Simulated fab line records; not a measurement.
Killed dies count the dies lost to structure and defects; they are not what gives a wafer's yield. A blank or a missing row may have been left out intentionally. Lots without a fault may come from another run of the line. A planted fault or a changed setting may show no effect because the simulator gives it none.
A lot that was struck, set against a sound lot | flow nand_harc | 14 out of 1159 route steps
Sound: these wafers, L836.2, L836.4, L836.5. Struck: wafer L843.3. (L843.5 of the same lot was not struck and is left out.) The cause comes at the end.
At each step with rows: each side's tool, then ch and its chambers, then its first start. Under that, the readings that differ: sound wafers | struck wafers | difference of the means | sigmas: that difference in standard deviations of wafers without a fault.
alike: a reading whose means differ by less than 2 such deviations, as well as words and numbers matching on both sides. not compared: withheld readings; readings where some wafer has no value; bounds like >300 that might hide an equal value; numbers whose values overlap and for which the record gives no deviation.
The two part at a step that has a row with sigmas, a row that says differs or no value, or rows on one side only. When numbers do not overlap yet have no deviation, they are printed without sigmas and do not part them. A reading missing from all wafers of one side parts the sides only when that side holds two or more wafers.

first, 4 steps without rows for these wafers: NHARC_A_WL_FILL_STRIP_28 (strips in post etch residue remover, time 1200 s); NHARC_A_WL_FILL_PRECLEAN_06 (cleans in DIW, time 300 s); NHARC_A_WL_FILL_SRD_07; NHARC_A_WL_FILL_ANNEAL_08 (time 1800 s).
NHARC_A_WL_FILL_ALD_10: deposits SiO2, target thk 50 nm, pulse time 10 s, ald cycles 500.
  sound on ald_hk-03 ch 0,1,2, day 18 09:12; struck on ald_hk-04 ch 1, day 19 17:11
  alike: heater_power_w, precursor_pulse_height_rel
NHARC_A_WL_FILL_ETCHBACK_16: etches the open film in C4F8/O2/Ar, target depth 88 nm, time 17.6 s.
  sound: rie_diel-13 ch 0,3; struck: rie_diel-02 ch 2
  alike: bias_w, oes_product_au, rf_vpp_V
  not compared: rf_hours_counter_h
NHARC_A_WL_FILL_STRIP_29: strips in O2, time 20 s.
  sound on rie_diel-13 ch 0,1,2, day 18 14:55; struck on rie_diel-02 ch 0, day 19 20:23
  alike: drypump_motor_current_A, oes_product_au, rf_vpp_V, showerhead_plenum_p_Torr, throttle_valve_pct
  not compared: rf_hours_counter_h
NHARC_A_WL_FILL_ETCHBACK_17: etches the open film in Cl2/BCl3, target depth 4 nm, time 26.7 s.
  sound on rie_metal-01 ch 1, day 18 15:01; struck on rie_metal-02 ch 0, day 19 20:32
  alike: drypump_motor_current_A, he_backside_leak_sccm, oes_product_au
  not compared: rf_hours_counter_h
then, 3 steps without rows for these wafers: NHARC_A_WL_FILL_PRECLEAN_18 (cleans in dHF, time 30 s); NHARC_A_WL_FILL_SRD_21; NHARC_A_WL_FILL_CVD_23 (deposits poly-Si, target thk 40 nm, time 800 s).
NHARC_A_WL_FILL_ETCHBACK_26: etches the open film in HBr, target depth 52 nm, time 13.3 s.
  sound on rie_si-06 ch 1,2, day 18 20:23; struck on rie_si-06 ch 0, day 20 01:39
  reading                     | sound             | struck | difference | sigmas
  drypump_motor_current_A (A) | 5.8 5.8 5.7       | 4.9    | -0.9       | -2
  oes_product_au (a.u.)       | 0.992 0.997 0.999 | 0.857  | -0.139     | -17
  alike: bias_w, he_backside_leak_sccm, throttle_valve_pct
  not compared: rf_hours_counter_h
then, 1 step without rows for these wafers: NHARC_A_WL_FILL_PRECLEAN_30 (cleans in dHF, time 10 s).
-- record jumps: 7 days between struck wafers' starts before vs after; left off in module A_WL_FILL, resumes in module END, first step shown is number 1159 of the route --
NHARC_END_SORT_01:
  sound on prober-02 ch 0, day 25 01:04; struck on prober-02 ch 0, day 27 00:43
  reading     | sound | struck | difference | sigmas
  killed_open | 4 3 5 | 0      | -4         | -2
  alike: killed_at_array, killed_at_other, killed_at_periphery, killed_dies, killed_short

## WHERE THEY PART
First at NHARC_A_WL_FILL_ETCHBACK_26; last, within this record, at NHARC_END_SORT_01.

WHY: whatever the simulator had introduced
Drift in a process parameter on rie_si-06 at NHARC_A_WL_FILL_ETCHBACK_26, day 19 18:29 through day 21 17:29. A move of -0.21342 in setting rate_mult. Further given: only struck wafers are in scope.
